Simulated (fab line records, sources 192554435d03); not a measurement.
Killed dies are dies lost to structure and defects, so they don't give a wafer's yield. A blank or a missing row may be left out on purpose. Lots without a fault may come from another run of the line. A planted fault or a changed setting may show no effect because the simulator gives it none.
fab line records | flow n5_finfet | part 2 of 2: steps 25 to 30 of 30
record lots=5 wafers=15 last_day=16
route steps=1938 shown BEOL_M9@1462 BEOL_M10@1470
lots that met no fault: from a run of the same line without faults
start_h: hours from the record's first day to the start of the lot's first wafer shown | wait_h: hours since the lot's step before | " the same as in the row above | L1.1+2: a row that stands for several wafers | - no value, or no start given | * or withheld: withheld | < > ~ a bound
route shown NAME@n: a module of which the file shows steps, and the number in the route of the first | usual: mean/standard deviation of fault-free wafers | same: alike in all rows | chamber/n: place in a boat | sites: the reading at each site | _std_site: their standard deviation | _edge_site: outer sites' mean less inner sites' | radius_mm: how far each site lies from the wafer's centre | mask NAME#n: copy n | behind: the tool/chamber that last shaped the wafer | hold: why the lot was held/for how many hours/how that ended | device: the transistor (n, p or np) that didn't switch | end of line: the same wafers' tests at the end of the route | a step without rows: its recipe alone | killed: dies lost to structure and defects at the first sort, not the wafer's yield | map: a wafer's dies, x killed, . not, _ none there
set.NAME: the setting as run; set.NAME@STEP: as run at that earlier step | model.NAME: the simulator's own value behind a step, which no gauge read
lots at some steps of the route; a table a step, a row a wafer
services: from which hour (start_h, from the record's first day; less than 0 if before it) a tool's chamber was out of use, for how many hours, and why
## steps
# step N5_BEOL_M10_DESCUM_16
# recipe chemistry=O2 time_s=7.9 source_power_w=50 bias_power_w=20 pressure_mtorr=20 rf_frequency_hz=2.712e+07 temp_c=40 resist=CAR-ArF o2_flow_sccm=225
# usual drypump_motor_current_A=5.6/0.32 oes_product_au=0.80/0.081 rf_vpp_V=243.7/1.2 showerhead_plenum_p_Torr=2.12/0.053 throttle_valve_pct=20.44/0.28
# columns lot.wafer tool chamber start_h wait_h drypump_motor_current_A oes_product_au rf_hours_counter_h rf_vpp_V showerhead_plenum_p_Torr throttle_valve_pct
L075.2 rie_diel-01 2 219.43 0.0 5.8 0.97 2 246.1 2.22 20.52
L075.3 " 1 " " 5.6 0.73 211 244.3 2.17 20.90
L075.4 " 0 " " 5.1 0.84 48 244.5 2.14 20.39
L079.1 rie_diel-04 2 249.45 0.0 5.5 0.68 219 245.7 2.11 19.98
L079.3 " 3 " " 6.1 0.77 104 242.8 2.02 20.29
L079.5 " 1 " " 5.4 0.67 - 241.7 2.07 20.39
L085.2 rie_diel-01 2 279.31 0.5 5.8 0.90 24 244.9 2.21 20.54
L085.3 " 3 " " 5.5 0.79 103 243.5 2.12 20.66
L085.6 " 1 " " 5.6 0.71 - 245.3 2.16 20.95
L087.2 rie_diel-06 1 306.29 0.1 5.9 0.91 25 244.1 2.11 20.16
L087.3 " 0 " " 5.5 0.77 96 242.8 2.00 19.86
L087.6 " 2 " " 5.7 0.77 - 243.5 2.09 20.56
L093.1 rie_diel-01 1 338.70 0.1 5.5 1.01 0 243.6 2.15 20.60
L093.3 " 2 " " 5.8 0.85 47 245.9 2.20 20.58
L093.6 " 2 " " 5.8 0.86 - 244.8 2.20 20.58
# step N5_BEOL_M10_ETCH_61
# recipe chemistry=CF4 target=SiARC target_depth_a=390 mask_material=CAR-ArF time_s=65 ion_energy_ev=80 pressure_mtorr=40 source_w=545 bias_w=36 Ar_flow_sccm=100 cf4_flow_sccm=100 ends=cleared
# usual bias_w=36.01/0.1 drypump_motor_current_A=5.6/0.32 etch_rf_on_time_s=64.9/2.5 oes_product_au=0.69/0.069 rf_vpp_V=184.5/1 showerhead_plenum_p_Torr=2.17/0.06 throttle_valve_pct=15.62/0.21
# columns lot.wafer tool chamber start_h wait_h bias_w drypump_motor_current_A etch_rf_on_time_s oes_product_au rf_hours_counter_h rf_vpp_V showerhead_plenum_p_Torr throttle_valve_pct
L075.2 rie_diel-01 2 219.46 0.0 36.09 5.8 66.5 0.82 2 186.5 2.29 15.72
L075.3 " 1 " " 35.86 5.6 65.1 0.62 211 186.6 2.20 15.98
L075.4 " 0 " " 36.13 5.1 60.9 0.75 48 183.9 2.18 15.50
L079.1 rie_diel-04 2 249.49 0.0 36.09 5.4 61.8 0.61 219 184.0 2.20 15.50
L079.3 " 3 " " 35.84 6.2 65.4 0.66 104 183.3 2.06 15.42
L079.5 " 1 " " 35.98 5.4 68.1 0.57 - 182.2 2.12 15.65
L085.2 rie_diel-01 2 279.34 0.0 36.05 5.8 68.4 0.76 24 185.2 2.29 15.75
L085.3 " 3 " " 36.04 5.6 67.0 0.67 103 184.4 2.14 15.71
L085.6 " 1 " " 36.22 5.5 65.8 0.60 - 184.9 2.19 16.04
L087.2 rie_diel-06 1 306.32 0.0 36.05 5.9 61.0 0.80 25 184.0 2.20 15.51
L087.3 " 0 " " 36.06 5.5 68.7 0.65 96 182.4 2.08 15.28
L087.6 " 2 " " 36.11 5.7 61.8 0.68 - 184.8 2.16 15.92
L093.1 rie_diel-01 1 338.74 0.0 36.13 5.6 64.8 0.85 0 184.3 2.19 15.56
L093.3 " 2 " " 36.04 5.9 67.3 0.73 47 186.2 2.28 15.81
L093.6 " 2 " " 35.94 5.8 67.4 0.73 - 186.7 2.28 15.80
# step N5_BEOL_M10_ETCH_62
# recipe chemistry=N2/H2 target=SOC target_depth_a=1100 overetch_a=220 mask_material=SiARC temp_c=40 time_s=165 ion_energy_ev=200 pressure_mtorr=30 source_w=840 bias_w=150 n2_flow_sccm=200 h2_flow_sccm=200
# usual bias_w=150.0/0.45 drypump_motor_current_A=5.6/0.32 oes_product_au=0.68/0.067 rf_vpp_V=524.9/2 showerhead_plenum_p_Torr=2.58/0.075 throttle_valve_pct=17.88/0.25
# columns lot.wafer tool chamber start_h wait_h bias_w drypump_motor_current_A oes_product_au rf_hours_counter_h rf_vpp_V showerhead_plenum_p_Torr throttle_valve_pct
L075.2 rie_diel-01 2 219.51 0.0 149.9 5.8 0.83 2 529.8 2.72 17.95
L075.3 " 1 " " 149.6 5.6 0.61 211 525.6 2.64 18.39
L075.4 " 0 " " 149.3 5.1 0.71 48 524.1 2.63 17.91
L079.1 rie_diel-04 2 249.54 0.0 150.2 5.5 0.59 219 526.7 2.63 17.67
L079.3 " 3 " " 149.5 6.1 0.65 104 521.4 2.44 17.57
L079.5 " 1 " " 150.1 5.4 0.58 - 523.2 2.50 17.63
L085.2 rie_diel-01 2 279.39 0.0 149.8 5.8 0.77 24 528.6 2.71 17.97
L085.3 " 3 " " 149.8 5.5 0.68 103 525.0 2.56 17.98
L085.6 " 1 " " 150.0 5.6 0.60 - 526.4 2.63 18.42
L087.2 rie_diel-06 1 306.37 0.0 149.7 5.9 0.76 25 525.4 2.59 17.59
L087.3 " 0 " " 150.4 5.5 0.67 96 521.9 2.49 17.78
L087.6 " 2 " " 149.3 5.7 0.66 - 521.7 2.53 17.92
L093.1 rie_diel-01 1 338.79 0.0 150.6 5.6 0.84 0 525.2 2.62 18.02
L093.3 " 2 " " 149.7 5.8 0.74 47 527.1 2.70 18.03
L093.6 " 2 " " 149.9 5.8 0.74 - 526.5 2.70 18.02
# step N5_BEOL_M10_STRIP_68
# recipe chemistry=N2/H2 temp_c=40 n2_flow_sccm=200 h2_flow_sccm=200 rf_frequency_hz=6e+07
# columns lot.wafer tool chamber start_h wait_h
L075.2+3+4 rie_diel-01 2,1,0 219.65 0.1
L079.1+3+5 rie_diel-04 2,3,1 249.68 0.1
L085.2+3+6 rie_diel-01 2,3,1 279.53 0.1
L087.2+3+6 rie_diel-06 1,0,2 306.51 0.1
L093.1+3+6 rie_diel-01 1,2,2 338.92 0.1
# step N5_BEOL_M10_STRIP_67
# recipe chemistry=CF4 resist=SiARC power_w=300 bias_power_w=75 pressure_mtorr=50 cf4_flow_sccm=150 rf_frequency_hz=6e+07
# usual drypump_motor_current_A=5.6/0.32 oes_product_au=0.80/0.078 rf_vpp_V=271.5/1.3 showerhead_plenum_p_Torr=1.82/0.05 throttle_valve_pct=13.59/0.22
# columns lot.wafer tool chamber start_h wait_h drypump_motor_current_A oes_product_au rf_hours_counter_h rf_vpp_V showerhead_plenum_p_Torr throttle_valve_pct
L075.2 rie_diel-01 2 219.66 0.0 5.8 0.97 2 273.9 1.91 13.56
L075.3 " 1 " " 5.6 0.72 211 271.1 1.86 14.03
L075.4 " 0 " " 5.1 0.84 48 270.6 1.84 13.49
L079.1 rie_diel-04 2 249.69 0.0 5.5 0.69 219 272.3 1.85 13.51
L079.3 " 3 " " 6.1 0.77 104 268.8 1.71 13.31
L079.5 " 1 " " 5.5 0.68 - 269.8 1.78 13.67
L085.2 rie_diel-01 2 279.54 0.0 5.8 0.91 24 273.6 1.90 13.62
L085.3 " 3 " " 5.5 0.80 103 270.5 1.80 13.71
L085.6 " 1 " " 5.6 0.71 - 270.8 1.85 14.06
L087.2 rie_diel-06 1 306.52 0.0 5.9 0.91 26 271.4 1.83 13.41
L087.3 " 0 " " 5.6 0.79 97 269.7 1.74 13.25
L087.6 " 2 " " 5.6 0.78 - 270.4 1.81 13.86
L093.1 rie_diel-01 1 338.93 0.0 5.6 1.00 0 271.5 1.85 13.52
L093.3 " 2 " " 5.8 0.87 47 274.0 1.89 13.67
L093.6 " 2 " " 5.8 0.87 - 273.1 1.89 13.65
# step N5_BEOL_M10_HM_OPEN_17
# recipe chemistry=Cl2/BCl3 target_depth_a=200 overetch_a=60 target=TiN mask_material=SOC ion_energy_ev=150 pressure_mtorr=10 icp_w=1000 bias_w=126 Cl2_flow_sccm=53.25 bcl3_flow_sccm=21.75 Ar_flow_sccm=25
# usual bias_w=126.0/0.36 drypump_motor_current_A=5.7/0.36 oes_product_au=0.71/0.035 throttle_valve_pct=22.24/0.16
# columns lot.wafer tool chamber start_h wait_h bias_w drypump_motor_current_A oes_product_au rf_hours_counter_h throttle_valve_pct
L075.2 rie_metal-01 0 219.70 0.0 125.4 6.2 0.73 17 22.06
L075.3 " 0 " " 124.9 6.2 0.75 - 22.02
L075.4 " 1 " " 126.0 5.6 0.74 - 22.44
L079.1 rie_metal-01 0 249.73 0.0 125.8 6.3 0.71 18 22.09
L079.3 " 0 " " 125.4 6.2 0.72 - 22.05
L079.5 " 1 " " 126.1 5.6 0.73 - 22.45
L085.2 rie_metal-01 1 279.58 0.0 125.5 5.5 0.73 15 22.44
L085.3 " 0 " " 125.9 6.2 0.72 - 22.08
L085.6 " 1 " " 125.8 5.6 0.73 - 22.43
L087.2 rie_metal-01 0 306.56 0.0 125.2 6.2 0.71 24 22.07
L087.3 " 0 " " 126.0 6.2 0.71 - 22.06
L087.6 " 0 " " 125.8 6.3 0.71 - 22.04
L093.1 rie_metal-01 1 338.97 0.0 126.0 5.5 0.70 21 22.47
L093.3 " 0 " " 126.1 6.3 0.68 - 22.09
L093.6 " 0 " " 125.8 6.3 0.69 - 22.08
## services
# columns tool chamber start_h hours kind
rie_diel-04 1 204.77 9.1 repair
cmp-04 - 207.57 24.7 pm
arfi_scanner-02 - 223.25 1.2 repair
arfi_scanner-01 - 231.29 1.0 repair
uv_cure-01 - 232.86 7.5 pm
cmp-03 - 238.49 1.3 repair
cmp-02 - 239.66 0.5 repair
rie_diel-06 3 242.09 1.5 repair
rie_diel-06 0 242.48 1.3 repair
cmp-03 - 245.04 4.0 pm
pecvd-02 0 251.39 5.1 repair
cmp-04 - 253.65 0.9 repair
uv_cure-03 - 256.48 1.0 pm
arfi_scanner-02 - 256.64 1.3 pm
rie_metal-01 1 257.34 21.6 repair
rie_metal-01 0 268.57 3.3 repair
arfi_scanner-02 - 276.52 1.0 pm
rie_diel-04 0 276.72 15.8 repair
rie_diel-04 3 290.02 5.1 repair
rie_diel-04 2 293.54 9.1 repair
pecvd-01 - 297.19 1.4 repair
cmp-04 - 310.99 4.0 pm
pecvd-01 1 314.37 13.0 repair
rie_diel-04 3 327.77 1.6 repair
